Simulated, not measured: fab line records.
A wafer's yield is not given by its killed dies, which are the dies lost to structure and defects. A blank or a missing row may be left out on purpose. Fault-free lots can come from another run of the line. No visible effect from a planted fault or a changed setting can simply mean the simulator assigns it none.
Chamber matching | flow n5_finfet | cvd_co-02 running N5_BEOL_M2_PRE_CLEAN_60: 3 sister chambers
The step time 15 s. 22 wafers are shown with their chamber, then 11 later ones without.

## WAFERS, EACH WITH ITS CHAMBER
wafer  | chamber | heater_power_w (W)
L074.3 | 0       | 114
L074.4 | 2       | 84
L074.6 | 1       | 57
L077.2 | 0       | 114
L077.5 | 0       | 114
L077.6 | 2       | 88
L076.2 | 2       | 87
L076.3 | 0       | 117
L076.4 | 0       | 116
L080.1 | 0       | 114
L080.3 | 2       | 88
L080.4 | 0       | 117
L086.2 | 0       | 117
L086.5 | 2       | 89
L086.6 | 0       | 114
L088.1 | 2       | 88
L088.2 | 1       | 57
L088.3 | 0       | 115
L090.1 | 0       | 118
L090.3 | 1       | 59
L090.5 | 2       | 89
L092.1 | 2       | 86

SIGNATURES (means of the wafers above)
reading        | chamber 0 | chamber 1 | chamber 2 | scatter within a chamber
heater_power_w | 115.45    | 57.67     | 87.38     | 1.58
Rule: a wafer's distance from a chamber is the root of the sum, over the readings, of the square of ((its reading less the chamber's mean) divided by the reading's scatter). The wafer belongs to the nearest chamber; if the next one is less than 2 further off, it can't be placed. The scatter is the square root of a quotient: the sum, over the shown wafers, of each reading's squared deviation from its chamber's mean, divided by wafers minus chambers.

## WAFERS WITHOUT THEIR CHAMBER
wafer  | heater_power_w (W)
L092.3 | 59
L092.4 | 58
L095.1 | 88
L095.2 | 60
L095.4 | 87
L093.1 | 60
L093.5 | 60
L093.6 | 89
L097.2 | 117
L097.4 | 59
L097.5 | 116

## EACH ONE'S CHAMBER
wafer  | from the rows above | in truth
L092.3 | 1                   | 1
L092.4 | 1                   | 1
L095.1 | 2                   | 2
L095.2 | 1                   | 1
L095.4 | 2                   | 2
L093.1 | 1                   | 1
L093.5 | 1                   | 1
L093.6 | 2                   | 2
L097.2 | 0                   | 0
L097.4 | 1                   | 1
L097.5 | 0                   | 0
Placed correctly: 11 of 11. Not placeable from these rows: 0. Number placed wrongly: 0.
